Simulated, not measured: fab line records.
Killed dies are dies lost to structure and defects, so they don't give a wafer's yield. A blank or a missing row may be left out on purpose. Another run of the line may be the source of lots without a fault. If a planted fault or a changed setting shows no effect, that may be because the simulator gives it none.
Matching of chambers ; flow nandHarc ; NHARC_P_BONDPAD_ETCH_37 on rieDiel-12: 4 sister chambers
The step etches the open film in N2/H2, target depth 60 nm, overetch 18 nm, time 65.91 s. 14 wafers are shown with their chamber, then 7 later ones without.

## EACH WAFER AND ITS CHAMBER
wafer;chamber;drypumpMotorCurrentA (A);rfVppV (V);oesProductAu (a.u.)
L450.1;3;6.0;431.0;0.999
L450.3;2;6.2;435.2;0.985
L450.5;1;5.1;429.2;1.005
L452.1;1;5.2;428.9;1.005
L452.2;0;6.3;429.5;1.001
L452.4;3;5.9;430.6;0.993
L454.1;0;6.3;428.3;0.990
L454.4;3;6.0;431.5;1.002
L454.5;1;5.2;429.5;1.009
L453.2;0;6.3;428.3;0.999
L453.5;0;6.3;429.4;0.995
L453.6;3;6.0;429.2;1.000
L456.2;3;6.0;431.8;1.010
L456.3;2;6.1;434.2;0.993

SIGNATURES (means of the wafers above)
reading;chamber 0;chamber 1;chamber 2;chamber 3;scatter within a chamber
drypumpMotorCurrentA;6.300;5.167;6.150;5.980;0.0443
rfVppV;428.875;429.200;434.700;430.820;0.783
oesProductAu;0.99625;1.00633;0.98900;1.00080;0.00514
Rule: a wafer lies at a distance from a chamber equal to the root of the sum of squares, over the readings, of (its reading less the chamber's mean, divided by the reading's scatter). The wafer belongs to the nearest chamber; if the next one is less than 2 further off, it can't be placed. The scatter: the root of (the sum of the squares of (reading less its chamber's mean) over the shown wafers, divided by (wafers less chambers)).

## WAFERS MISSING THEIR CHAMBER
wafer;drypumpMotorCurrentA (A);rfVppV (V);oesProductAu (a.u.)
L456.6;6.0;431.6;1.018
L455.1;6.2;432.7;0.994
L455.3;6.4;427.4;0.986
L455.6;6.4;428.4;0.994
L468.2;6.2;433.2;1.001
L468.5;5.2;429.7;1.004
L468.6;6.2;433.8;0.997

## EACH ONE'S CHAMBER
wafer;from the rows above;in truth
L456.6;3;3
L455.1;2;2
L455.3;0;0
L455.6;0;0
L468.2;2;2
L468.5;1;1
L468.6;2;2
Placed correctly: 7 of 7. Number that these rows cannot place: 0. 0 placed wrongly.
